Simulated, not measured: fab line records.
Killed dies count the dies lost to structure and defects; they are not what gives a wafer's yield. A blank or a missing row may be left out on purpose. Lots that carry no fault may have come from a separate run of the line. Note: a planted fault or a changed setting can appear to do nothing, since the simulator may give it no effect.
Matching of chambers :: flow n5_finfet :: rie_diel-04 running N5_BEOL_M5_ETCH_62: 4 sister chambers
The step etches SOC in N2/H2, target depth 75 nm, overetch 15 nm, time 112.5 s. 14 wafers are shown with their chamber, then 7 later ones without.

## WAFERS PAIRED WITH THEIR CHAMBERS
wafer: L078.1
chamber: 0
drypump_motor_current_A (A): 5.3
showerhead_plenum_p_Torr (Torr): 2.66
throttle_valve_pct (%): 17.8

wafer: L078.2
chamber: 1
drypump_motor_current_A (A): 6.3
showerhead_plenum_p_Torr (Torr): 2.65
throttle_valve_pct (%): 17.7

wafer: L078.4
chamber: 3
drypump_motor_current_A (A): 5.9
showerhead_plenum_p_Torr (Torr): 2.40
throttle_valve_pct (%): 17.8

wafer: L080.1
chamber: 2
drypump_motor_current_A (A): 4.9
showerhead_plenum_p_Torr (Torr): 2.62
throttle_valve_pct (%): 17.7

wafer: L080.2
chamber: 0
drypump_motor_current_A (A): 5.4
showerhead_plenum_p_Torr (Torr): 2.66
throttle_valve_pct (%): 17.9

wafer: L080.5
chamber: 0
drypump_motor_current_A (A): 5.3
showerhead_plenum_p_Torr (Torr): 2.66
throttle_valve_pct (%): 17.9

wafer: L082.1
chamber: 3
drypump_motor_current_A (A): 5.9
showerhead_plenum_p_Torr (Torr): 2.39
throttle_valve_pct (%): 17.8

wafer: L082.4
chamber: 1
drypump_motor_current_A (A): 6.3
showerhead_plenum_p_Torr (Torr): 2.64
throttle_valve_pct (%): 17.7

wafer: L082.5
chamber: 1
drypump_motor_current_A (A): 6.3
showerhead_plenum_p_Torr (Torr): 2.64
throttle_valve_pct (%): 17.7

wafer: L084.3
chamber: 1
drypump_motor_current_A (A): 6.3
showerhead_plenum_p_Torr (Torr): 2.64
throttle_valve_pct (%): 17.7

wafer: L084.4
chamber: 2
drypump_motor_current_A (A): 4.9
showerhead_plenum_p_Torr (Torr): 2.62
throttle_valve_pct (%): 17.7

wafer: L084.6
chamber: 3
drypump_motor_current_A (A): 5.9
showerhead_plenum_p_Torr (Torr): 2.39
throttle_valve_pct (%): 17.8

wafer: L086.1
chamber: 0
drypump_motor_current_A (A): 5.3
showerhead_plenum_p_Torr (Torr): 2.65
throttle_valve_pct (%): 17.9

wafer: L086.2
chamber: 2
drypump_motor_current_A (A): 4.9
showerhead_plenum_p_Torr (Torr): 2.61
throttle_valve_pct (%): 17.7

SIGNATURES (averages over the wafers above)
reading: drypump_motor_current_A
chamber 0: 5.325
chamber 1: 6.300
chamber 2: 4.900
chamber 3: 5.900
scatter within a chamber: 0.0274

reading: showerhead_plenum_p_Torr
chamber 0: 2.6575
chamber 1: 2.6425
chamber 2: 2.6167
chamber 3: 2.3933
scatter within a chamber: 0.00532

reading: throttle_valve_pct
chamber 0: 17.875
chamber 1: 17.700
chamber 2: 17.700
chamber 3: 17.800
scatter within a chamber: 0.0274
Rule: for a wafer and a chamber, the distance is found by dividing, reading by reading, the gap between the wafer's reading and the chamber's mean by the reading's scatter, squaring, summing and taking the root. The wafer belongs to the nearest chamber; if the next one is less than 2 further off, it can't be placed. How the scatter is found: for the shown wafers, subtract from each reading the mean of its chamber, square and add these, divide the total by (wafers less chambers), then take the root.

## WAFERS WHOSE CHAMBER IS MISSING
wafer: L086.6
drypump_motor_current_A (A): 6.3
showerhead_plenum_p_Torr (Torr): 2.64
throttle_valve_pct (%): 17.7

wafer: L089.3
drypump_motor_current_A (A): 6.3
showerhead_plenum_p_Torr (Torr): 2.63
throttle_valve_pct (%): 17.8

wafer: L089.5
drypump_motor_current_A (A): 4.9
showerhead_plenum_p_Torr (Torr): 2.61
throttle_valve_pct (%): 17.7

wafer: L089.6
drypump_motor_current_A (A): 6.3
showerhead_plenum_p_Torr (Torr): 2.63
throttle_valve_pct (%): 17.8

wafer: L091.2
drypump_motor_current_A (A): 5.3
showerhead_plenum_p_Torr (Torr): 2.64
throttle_valve_pct (%): 17.9

wafer: L091.3
drypump_motor_current_A (A): 5.9
showerhead_plenum_p_Torr (Torr): 2.71
throttle_valve_pct (%): 17.4

wafer: L091.5
drypump_motor_current_A (A): 5.3
showerhead_plenum_p_Torr (Torr): 2.64
throttle_valve_pct (%): 17.9

## WHICH CHAMBER EACH ONE RAN IN
wafer: L086.6
from the rows above: 1
in truth: 1

wafer: L089.3
from the rows above: 1
in truth: 1

wafer: L089.5
from the rows above: 2
in truth: 2

wafer: L089.6
from the rows above: 1
in truth: 1

wafer: L091.2
from the rows above: 0
in truth: 0

wafer: L091.3
from the rows above: 1
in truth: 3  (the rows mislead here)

wafer: L091.5
from the rows above: 0
in truth: 0
6 of 7 placed correctly. Can't be placed from these rows: 0. Placed wrongly: 1.
